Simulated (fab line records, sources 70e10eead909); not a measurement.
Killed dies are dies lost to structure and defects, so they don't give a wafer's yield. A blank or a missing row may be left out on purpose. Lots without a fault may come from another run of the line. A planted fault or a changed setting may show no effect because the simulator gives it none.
Which tool did it? | flow nand_harc | 24 lots, 72 wafers sampled, at 6 steps of a route of 1302

WHAT THE GAUGES READ, wafer by wafer
The record holds no reading of a measuring or inspecting step that can be judged against a usual standard deviation.

WHICH TOOL RAN EACH LOT (tool, then ch and the chambers of the sampled wafers, then the start)
lot  | NHARC_A_STAIRCASE_ETCH_25                     | NHARC_A_STAIRCASE_ETCH_197                    | NHARC_A_STAIRCASE_TRIM_200                    | NHARC_A_STAIRCASE_DESCUM_219       | NHARC_A_STAIRCASE_TRIM_222     | NHARC_A_STAIRCASE_ETCH_232
L074 | rie_diel-03 ch 0,2, day 16 02:44 or earlier   | rie_diel-08 ch 0,3, day 16 02:44 or earlier   | rie_diel-08 ch 0,1,3, day 16 02:44 or earlier | rie_diel-08 ch 1,3, day 16 02:44   | rie_diel-08 ch 0,1,3, no start | rie_diel-10 ch 2,3, no start
L075 | rie_diel-03 ch 1,2,3, day 16 17:39 or earlier | rie_diel-10 ch 0,1,3, day 16 17:39 or earlier | rie_diel-10 ch 0,1,2, day 16 17:39 or earlier | rie_diel-03 ch 0,1,2, day 16 17:39 | rie_diel-03 ch 0,1,2, no start | rie_diel-10 ch 0,2, no start
L076 | rie_diel-10 ch 0,1,2, day 16 18:13 or earlier | rie_diel-03 ch 1,2,3, day 16 18:13 or earlier | rie_diel-03 ch 1,2,3, day 16 18:13 or earlier | rie_diel-10 ch 0,3, day 16 18:13   | rie_diel-10 ch 1,2,3, no start | rie_diel-10 ch 2,3, no start
L077 | rie_diel-10 ch 0,1,3, day 17 00:51 or earlier | rie_diel-08 ch 1,3, day 17 00:51 or earlier   | rie_diel-08 ch 1,3, day 17 00:51 or earlier   | rie_diel-08 ch 1,3, day 17 00:51   | rie_diel-08 ch 1,3, no start   | rie_diel-08 ch 1,2,3, no start
L078 | rie_diel-08 ch 1,3, day 17 15:56 or earlier   | rie_diel-08 ch 2,3, day 17 15:56 or earlier   | rie_diel-08 ch 1,2,3, day 17 15:56 or earlier | rie_diel-08 ch 0,1,2, day 17 15:56 | rie_diel-08 ch 0,2,3, no start | rie_diel-08 ch 0,3, no start
L079 | rie_diel-03 ch 0,1,3, day 18 09:41 or earlier | rie_diel-03 ch 1,3, day 18 09:41 or earlier   | rie_diel-03 ch 1,2,3, day 18 09:41 or earlier | rie_diel-08 ch 0,3, day 18 09:41   | rie_diel-08 ch 0,2,3, no start | rie_diel-08 ch 1,3, no start
L080 | rie_diel-03 ch 0,2, day 18 10:14 or earlier   | rie_diel-10 ch 0,3, day 18 10:14 or earlier   | rie_diel-10 ch 2,3, day 18 10:14 or earlier   | rie_diel-10 ch 0,3, day 18 10:14   | rie_diel-10 ch 0,1,3, no start | rie_diel-10 ch 0,1,3, no start
L081 | rie_diel-08 ch 2,3, day 19 04:43 or earlier   | rie_diel-08 ch 0,2, day 19 04:43 or earlier   | rie_diel-08 ch 0,3, day 19 04:43 or earlier   | rie_diel-08 ch 0,1,2, day 19 04:43 | rie_diel-08 ch 2,3, no start   | rie_diel-03 ch 0,2,3, no start
L082 | rie_diel-08 ch 0,3, day 19 22:07 or earlier   | rie_diel-03 ch 0,2,3, day 19 22:07 or earlier | rie_diel-03 ch 0,2,3, day 19 22:07 or earlier | rie_diel-03 ch 0,2, day 19 22:07   | rie_diel-03 ch 0,2,3, no start | rie_diel-08 ch 0,2,3, no start
L083 | rie_diel-10 ch 0,1,2, day 20 11:41 or earlier | rie_diel-10 ch 0,2,3, day 20 11:41 or earlier | rie_diel-10 ch 1,2,3, day 20 11:41 or earlier | rie_diel-03 ch 0,1,3, day 20 11:41 | rie_diel-03 ch 0,1,3, no start | rie_diel-10 ch 0,1,3, no start
L085 | rie_diel-08 ch 0,1,3, day 20 16:47 or earlier | rie_diel-10 ch 0,2, day 20 16:47 or earlier   | rie_diel-10 ch 0,2,3, day 20 16:47 or earlier | rie_diel-03 ch 0,3, day 20 16:47   | rie_diel-03 ch 0,3, no start   | rie_diel-03 ch 0,2,3, no start
L086 | rie_diel-10 ch 0,1,3, day 20 17:47 or earlier | rie_diel-10 ch 0,2,3, day 20 17:47 or earlier | rie_diel-10 ch 1,2,3, day 20 17:47 or earlier | rie_diel-08 ch 1,3, day 20 17:47   | rie_diel-08 ch 0,1, no start   | rie_diel-08 ch 0,1,3, no start
L084 | rie_diel-10 ch 0,2, day 20 22:54 or earlier   | rie_diel-08 ch 0,1,3, day 20 22:54 or earlier | rie_diel-08 ch 0,1,3, day 20 22:54 or earlier | rie_diel-08 ch 1,3, day 20 22:54   | rie_diel-08 ch 0,1,2, no start | rie_diel-08 ch 0,1,2, no start
L087 | rie_diel-03 ch 0,2,3, day 21 11:01 or earlier | rie_diel-10 ch 0,1, day 21 11:01 or earlier   | rie_diel-10 ch 1,2, day 21 11:01 or earlier   | rie_diel-08 ch 0,1, day 21 11:01   | rie_diel-08 ch 0,1,2, no start | rie_diel-03 ch 0,1,2, no start
L088 | rie_diel-08 ch 0,1,3, day 22 08:17 or earlier | rie_diel-08 ch 0,3, day 22 08:17 or earlier   | rie_diel-08 ch 0,1,2, day 22 08:17 or earlier | rie_diel-10 ch 0,1,3, day 22 08:17 | rie_diel-10 ch 0,1,3, no start | rie_diel-08 ch 0,2, no start
L091 | rie_diel-03 ch 2,3, day 22 15:56 or earlier   | rie_diel-03 ch 1,2, day 22 15:56 or earlier   | rie_diel-03 ch 0,3, day 22 15:56 or earlier   | rie_diel-08 ch 1,2, day 22 15:56   | rie_diel-08 ch 0,3, no start   | rie_diel-08 ch 2,3, no start
L089 | rie_diel-10 ch 0,1, day 22 23:43 or earlier   | rie_diel-03 ch 2,3, day 22 23:43 or earlier   | rie_diel-03 ch 1,3, day 22 23:43 or earlier   | rie_diel-10 ch 1,3, day 22 23:43   | rie_diel-10 ch 0,2, no start   | rie_diel-08 ch 0,3, no start
L092 | rie_diel-10 ch 0,1,3, day 23 03:44 or earlier | rie_diel-03 ch 0,2,3, day 23 03:44 or earlier | rie_diel-03 ch 0,1,2, day 23 03:44 or earlier | rie_diel-10 ch 1,2,3, day 23 03:44 | rie_diel-10 ch 2,3, no start   | rie_diel-10 ch 0,1,3, no start
L090 | rie_diel-08 ch 0,2,3, day 23 03:59 or earlier | rie_diel-08 ch 0,2, day 23 03:59 or earlier   | rie_diel-08 ch 0,1,2, day 23 03:59 or earlier | rie_diel-08 ch 2,3, day 23 03:59   | rie_diel-08 ch 0,3, no start   | rie_diel-03 ch 1,2, no start
L093 | rie_diel-03 ch 1,2,3, day 23 22:01 or earlier | rie_diel-03 ch 0,2,3, day 23 22:01 or earlier | rie_diel-03 ch 1,2,3, day 23 22:01 or earlier | rie_diel-03 ch 1,2,3, day 23 22:01 | rie_diel-03 ch 0,1,3, no start | rie_diel-03 ch 1,2,3, no start
L094 | rie_diel-03 ch 0,1,2, day 24 10:26 or earlier | rie_diel-10 ch 1,2,3, day 24 10:26 or earlier | rie_diel-10 ch 1,3, day 24 10:26 or earlier   | rie_diel-10 ch 1,2,3, day 24 10:26 | rie_diel-10 ch 0,2,3, no start | rie_diel-03 ch 1,2,3, no start
L095 | rie_diel-03 ch 2,3, day 25 03:13 or earlier   | rie_diel-03 ch 1,2,3, day 25 03:13 or earlier | rie_diel-03 ch 1,2,3, day 25 03:13 or earlier | rie_diel-10 ch 1,2, day 25 03:13   | rie_diel-10 ch 0,3, no start   | rie_diel-03 ch 0,1,2, no start
L096 | rie_diel-10 ch 0,2,3, day 25 03:44 or earlier | rie_diel-08 ch 1,2,3, day 25 03:44 or earlier | rie_diel-08 ch 0,3, day 25 03:44 or earlier   | rie_diel-10 ch 1,2,3, day 25 03:44 | rie_diel-10 ch 0,1,2, no start | rie_diel-10 ch 0,2, no start
L097 | rie_diel-03 ch 0,1,3, day 25 13:06 or earlier | rie_diel-10 ch 1,3, day 25 13:06 or earlier   | rie_diel-10 ch 0,1,3, day 25 13:06 or earlier | rie_diel-08 ch 1,2, day 25 13:06   | rie_diel-08 ch 0,1,3, no start | rie_diel-03 ch 0,1,3, no start
- NHARC_A_STAIRCASE_ETCH_25: etches the open film in C4F8/O2, target depth 100 nm, time 40.5 s.
- NHARC_A_STAIRCASE_ETCH_197: etches the open film in C4F8/O2, target depth 100 nm, time 40.5 s.
- NHARC_A_STAIRCASE_TRIM_200: chemistry O2, time 211.2 s.
- NHARC_A_STAIRCASE_DESCUM_219: chemistry O2, time 3 s.
- NHARC_A_STAIRCASE_TRIM_222: chemistry O2, time 211.2 s.
- NHARC_A_STAIRCASE_ETCH_232: etches the open film in C4F8/O2, target depth 100 nm, time 40.5 s.

WHAT THE TOOLS THEMSELVES READ (means of the sampled wafers that have a number; where no wafer has one, the mark that the record gives instead)
NHARC_A_STAIRCASE_ETCH_25. Usual: oes_product_au 0.942 a.u., standard deviation 0.012; rf_vpp_V 896 V, standard deviation 6.8.
lot  | tool        | oes_product_au (a.u.) | rf_vpp_V (V) | flag
L074 | rie_diel-03 | 0.933                 | 892          |
L075 | rie_diel-03 | 0.941                 | 891          |
L076 | rie_diel-10 | 0.945                 | 894          |
L077 | rie_diel-10 | 0.938                 | 889          |
L078 | rie_diel-08 | 0.942                 | 896          |
L079 | rie_diel-03 | 0.932                 | 896          |
L080 | rie_diel-03 | 0.941                 | 891          |
L081 | rie_diel-08 | 0.962                 | 892          |
L082 | rie_diel-08 | 0.943                 | 897          |
L083 | rie_diel-10 | 0.953                 | 891          |
L085 | rie_diel-08 | 0.942                 | 896          |
L086 | rie_diel-10 | 0.930                 | 895          |
L084 | rie_diel-10 | 0.948                 | 893          |
L087 | rie_diel-03 | 0.950                 | 901          |
L088 | rie_diel-08 | 0.919                 | 895          |
L091 | rie_diel-03 | 0.944                 | 899          |
L089 | rie_diel-10 | 0.960                 | 890          |
L092 | rie_diel-10 | 0.949                 | 894          |
L090 | rie_diel-08 | 0.957                 | 896          |
L093 | rie_diel-03 | 0.928                 | 897          |
L094 | rie_diel-03 | 0.922                 | 898          |
L095 | rie_diel-03 | 0.941                 | 902          |
L096 | rie_diel-10 | 0.949                 | 897          |
L097 | rie_diel-03 | 0.949                 | 894          |

NHARC_A_STAIRCASE_ETCH_197. Usual: oes_product_au 0.948 a.u., standard deviation 0.017; rf_vpp_V 896 V, standard deviation 6.7.
lot  | tool        | oes_product_au (a.u.) | rf_vpp_V (V) | flag
L074 | rie_diel-08 | 0.949                 | 892          |
L075 | rie_diel-10 | 0.942                 | 889          |
L076 | rie_diel-03 | 0.935                 | 889          |
L077 | rie_diel-08 | 0.945                 | 892          |
L078 | rie_diel-08 | 0.946                 | 896          |
L079 | rie_diel-03 | 0.933                 | 891          |
L080 | rie_diel-10 | 0.964                 | 890          |
L081 | rie_diel-08 | 0.923                 | 900          |
L082 | rie_diel-03 | 0.952                 | 895          |
L083 | rie_diel-10 | 0.945                 | 898          |
L085 | rie_diel-10 | 0.942                 | 894          |
L086 | rie_diel-10 | 0.971                 | 898          |
L084 | rie_diel-08 | 0.954                 | 895          |
L087 | rie_diel-10 | 0.938                 | 891          |
L088 | rie_diel-08 | 0.948                 | 892          |
L091 | rie_diel-03 | 0.945                 | 900          |
L089 | rie_diel-03 | 0.948                 | 902          |
L092 | rie_diel-03 | 0.934                 | 901          |
L090 | rie_diel-08 | 0.946                 | 901          |
L093 | rie_diel-03 | 0.944                 | 900          |
L094 | rie_diel-10 | 0.961                 | 896          |
L095 | rie_diel-03 | 0.926                 | 896          |
L096 | rie_diel-08 | 0.976                 | 901          |
L097 | rie_diel-10 | 0.969                 | 899          |

NHARC_A_STAIRCASE_TRIM_200. Usual: drypump_motor_current_A 5.7 A, standard deviation 0.36; oes_product_au 0.997 a.u., standard deviation 0.01; rf_vpp_V 57.8 V, standard deviation 0.96; showerhead_plenum_p_Torr 3.53 Torr, standard deviation 0.18; throttle_valve_pct 17.037 %, standard deviation 0.0083.
lot  | tool        | drypump_motor_current_A (A) | oes_product_au (a.u.) | rf_vpp_V (V) | showerhead_plenum_p_Torr (Torr) | throttle_valve_pct (%) | flag
L074 | rie_diel-08 | 6.0                         | 1.000                 | 57.8         | 3.55                            | 17.034                 |
L075 | rie_diel-10 | 5.5                         | 0.992                 | 57.0         | 3.44                            | 17.039                 |
L076 | rie_diel-03 | 5.8                         | 0.985                 | 57.0         | 3.38                            | 17.037                 |
L077 | rie_diel-08 | 6.0                         | 1.001                 | 57.9         | 3.53                            | 17.021                 |
L078 | rie_diel-08 | 6.0                         | 1.000                 | 58.4         | 3.54                            | 17.044                 |
L079 | rie_diel-03 | 5.9                         | 0.990                 | 58.3         | 3.37                            | 17.046                 |
L080 | rie_diel-10 | 5.2                         | 0.996                 | 58.0         | 3.44                            | 17.035                 |
L081 | rie_diel-08 | 6.2                         | 0.995                 | 57.6         | 3.42                            | 17.034                 |
L082 | rie_diel-03 | 5.6                         | 0.986                 | 58.2         | 3.50                            | 17.038                 |
L083 | rie_diel-10 | 5.5                         | 1.000                 | 57.8         | 3.54                            | 17.040                 |
L085 | rie_diel-10 | 5.3                         | 0.991                 | 57.3         | 3.58                            | 17.044                 |
L086 | rie_diel-10 | 5.5                         | 0.991                 | 57.9         | 3.54                            | 17.031                 |
L084 | rie_diel-08 | 6.0                         | 1.002                 | 57.3         | 3.53                            | 17.030                 |
L087 | rie_diel-10 | 5.4                         | 0.993                 | 57.6         | 3.44                            | 17.037                 |
L088 | rie_diel-08 | 5.8                         | 1.001                 | 57.4         | 3.64                            | 17.032                 |
L091 | rie_diel-03 | 5.6                         | 1.001                 | 57.5         | 3.57                            | 17.034                 |
L089 | rie_diel-03 | 6.1                         | 0.991                 | 57.5         | 3.37                            | 17.037                 |
L092 | rie_diel-03 | 5.9                         | 0.990                 | 58.2         | 3.60                            | 17.040                 |
L090 | rie_diel-08 | 5.8                         | 1.008                 | 58.2         | 3.63                            | 17.038                 |
L093 | rie_diel-03 | 5.8                         | 0.989                 | 57.9         | 3.53                            | 17.034                 |
L094 | rie_diel-10 | 5.7                         | 0.992                 | 57.7         | 3.62                            | 17.035                 |
L095 | rie_diel-03 | 5.9                         | 0.995                 | 57.8         | 3.53                            | 17.029                 |
L096 | rie_diel-08 | 6.1                         | 1.005                 | 58.6         | 3.76                            | 17.036                 |
L097 | rie_diel-10 | 5.6                         | 1.003                 | 57.8         | 3.49                            | 17.050                 |

NHARC_A_STAIRCASE_DESCUM_219. Usual: drypump_motor_current_A 5.7 A, standard deviation 0.34; oes_product_au 0.999 a.u., standard deviation 0.011; rf_vpp_V 57.9 V, standard deviation 0.93; showerhead_plenum_p_Torr 1.92 Torr, standard deviation 0.095; throttle_valve_pct 11.311 %, standard deviation 0.0096.
lot  | tool        | drypump_motor_current_A (A) | oes_product_au (a.u.) | rf_vpp_V (V) | showerhead_plenum_p_Torr (Torr) | throttle_valve_pct (%) | flag
L074 | rie_diel-08 | 6.0                         | 1.001                 | 58.4         | 1.92                            | 11.308                 |
L075 | rie_diel-03 | 5.8                         | 0.988                 | 57.5         | 1.86                            | 11.317                 |
L076 | rie_diel-10 | 5.4                         | 1.007                 | 57.8         | 1.80                            | 11.321                 |
L077 | rie_diel-08 | 6.0                         | 1.001                 | 57.7         | 1.92                            | 11.310                 |
L078 | rie_diel-08 | 5.8                         | 0.999                 | 58.4         | 1.99                            | 11.310                 |
L079 | rie_diel-08 | 6.0                         | 0.995                 | 57.9         | 1.93                            | 11.318                 |
L080 | rie_diel-10 | 5.3                         | 1.005                 | 57.7         | 1.83                            | 11.301                 |
L081 | rie_diel-08 | 5.8                         | 0.999                 | 58.3         | 1.98                            | 11.305                 |
L082 | rie_diel-03 | 5.6                         | 0.991                 | 57.7         | 1.93                            | 11.305                 |
L083 | rie_diel-03 | 5.8                         | 0.999                 | 59.2         | 1.90                            | 11.308                 |
L085 | rie_diel-03 | 5.5                         | 0.996                 | 57.6         | 1.98                            | 11.315                 |
L086 | rie_diel-08 | 6.0                         | 1.001                 | 58.4         | 1.91                            | 11.306                 |
L084 | rie_diel-08 | 6.0                         | 0.995                 | 58.0         | 1.91                            | 11.319                 |
L087 | rie_diel-08 | 5.9                         | 0.994                 | 57.8         | 1.98                            | 11.313                 |
L088 | rie_diel-10 | 5.6                         | 1.005                 | 57.4         | 1.90                            | 11.313                 |
L091 | rie_diel-08 | 5.8                         | 1.014                 | 58.6         | 1.98                            | 11.317                 |
L089 | rie_diel-10 | 5.8                         | 0.999                 | 57.5         | 1.87                            | 11.310                 |
L092 | rie_diel-10 | 5.5                         | 0.989                 | 58.0         | 1.91                            | 11.312                 |
L090 | rie_diel-08 | 5.9                         | 1.012                 | 57.9         | 1.90                            | 11.313                 |
L093 | rie_diel-03 | 5.9                         | 0.997                 | 57.7         | 1.92                            | 11.314                 |
L094 | rie_diel-10 | 5.5                         | 1.001                 | 57.3         | 1.91                            | 11.317                 |
L095 | rie_diel-10 | 5.4                         | 1.007                 | 57.2         | 1.86                            | 11.313                 |
L096 | rie_diel-10 | 5.5                         | 0.993                 | 58.9         | 1.91                            | 11.299                 |
L097 | rie_diel-08 | 5.8                         | 1.009                 | 58.3         | 1.97                            | 11.320                 |

NHARC_A_STAIRCASE_TRIM_222. Usual: drypump_motor_current_A 5.7 A, standard deviation 0.35; oes_product_au 1.000 a.u., standard deviation 0.011; rf_vpp_V 57.7 V, standard deviation 0.85; showerhead_plenum_p_Torr 3.54 Torr, standard deviation 0.17; throttle_valve_pct 17.036 %, standard deviation 0.009.
lot  | tool        | drypump_motor_current_A (A) | oes_product_au (a.u.) | rf_vpp_V (V) | showerhead_plenum_p_Torr (Torr) | throttle_valve_pct (%) | flag
L074 | rie_diel-08 | 6.0                         | 0.999                 | 57.7         | 3.55                            | 17.047                 |
L075 | rie_diel-03 | 5.9                         | 0.992                 | 57.2         | 3.44                            | 17.037                 |
L076 | rie_diel-10 | 5.5                         | 1.003                 | 57.6         | 3.38                            | 17.036                 |
L077 | rie_diel-08 | 6.0                         | 0.996                 | 57.9         | 3.53                            | 17.036                 |
L078 | rie_diel-08 | 6.0                         | 1.010                 | 58.1         | 3.54                            | 17.036                 |
L079 | rie_diel-08 | 6.0                         | 1.001                 | 57.4         | 3.54                            | 17.043                 |
L080 | rie_diel-10 | 5.6                         | 0.993                 | 57.1         | 3.34                            | 17.037                 |
L081 | rie_diel-08 | 5.9                         | 1.010                 | 58.9         | 3.53                            | 17.034                 |
L082 | rie_diel-03 | 5.6                         | 0.987                 | 58.2         | 3.50                            | 17.032                 |
L083 | rie_diel-03 | 5.8                         | 1.000                 | 57.7         | 3.51                            | 17.041                 |
L085 | rie_diel-03 | 5.5                         | 0.998                 | 58.0         | 3.64                            | 17.038                 |
L086 | rie_diel-08 | 5.9                         | 0.997                 | 57.6         | 3.65                            | 17.031                 |
L084 | rie_diel-08 | 5.9                         | 1.004                 | 57.7         | 3.64                            | 17.035                 |
L087 | rie_diel-08 | 5.9                         | 1.000                 | 58.1         | 3.64                            | 17.040                 |
L088 | rie_diel-10 | 5.6                         | 1.002                 | 57.0         | 3.51                            | 17.028                 |
L091 | rie_diel-08 | 6.0                         | 0.999                 | 57.5         | 3.53                            | 17.032                 |
L089 | rie_diel-10 | 5.2                         | 0.997                 | 57.5         | 3.45                            | 17.036                 |
L092 | rie_diel-10 | 5.4                         | 0.989                 | 57.7         | 3.69                            | 17.027                 |
L090 | rie_diel-08 | 6.2                         | 1.002                 | 57.2         | 3.41                            | 17.046                 |
L093 | rie_diel-03 | 5.8                         | 0.991                 | 57.9         | 3.50                            | 17.031                 |
L094 | rie_diel-10 | 5.3                         | 1.002                 | 57.7         | 3.57                            | 17.043                 |
L095 | rie_diel-10 | 5.4                         | 1.007                 | 58.5         | 3.65                            | 17.031                 |
L096 | rie_diel-10 | 5.5                         | 0.995                 | 57.1         | 3.40                            | 17.039                 |
L097 | rie_diel-08 | 6.0                         | 1.007                 | 57.6         | 3.69                            | 17.037                 |

NHARC_A_STAIRCASE_ETCH_232. Usual: oes_product_au 0.946 a.u., standard deviation 0.013; rf_vpp_V 896 V, standard deviation 6.4.
lot  | tool        | oes_product_au (a.u.) | rf_vpp_V (V) | flag
L074 | rie_diel-10 | 0.961                 | 889          |
L075 | rie_diel-10 | 0.936                 | 896          |
L076 | rie_diel-10 | 0.938                 | 893          |
L077 | rie_diel-08 | 0.951                 | 897          |
L078 | rie_diel-08 | 0.945                 | 892          |
L079 | rie_diel-08 | 0.960                 | 892          |
L080 | rie_diel-10 | 0.939                 | 889          |
L081 | rie_diel-03 | 0.948                 | 894          |
L082 | rie_diel-08 | 0.963                 | 897          |
L083 | rie_diel-10 | 0.936                 | 896          |
L085 | rie_diel-03 | 0.942                 | 901          |
L086 | rie_diel-08 | 0.935                 | 896          |
L084 | rie_diel-08 | 0.946                 | 900          |
L087 | rie_diel-03 | 0.934                 | 899          |
L088 | rie_diel-08 | 0.968                 | 901          |
L091 | rie_diel-08 | 0.950                 | 891          |
L089 | rie_diel-08 | 0.949                 | 891          |
L092 | rie_diel-10 | 0.940                 | 894          |
L090 | rie_diel-03 | 0.952                 | 893          |
L093 | rie_diel-03 | 0.942                 | 896          |
L094 | rie_diel-03 | 0.949                 | 895          |
L095 | rie_diel-03 | 0.962                 | 898          |
L096 | rie_diel-10 | 0.945                 | 894          |
L097 | rie_diel-03 | 0.936                 | 894          |

THE ANSWER, worked out from the rows above alone
Rule: a lot is off if the mean of its wafers that have a number lies more than 3 standard deviations from the usual mean. A lot without any number at a reading at which 4 lots or more have one is off too. The other lots that the step has rows for count as sound. The gauges are gone through in route order, then the tools' own readings, and for those a lot's mean is taken as printed above. The first step at which some lot is off is used, and at that step the reading that is off furthest; a lot without a number counts as furthest.
No lot is off at any reading shown: from this, nothing can be told.

WHAT THE SIMULATOR HAD PUT IN
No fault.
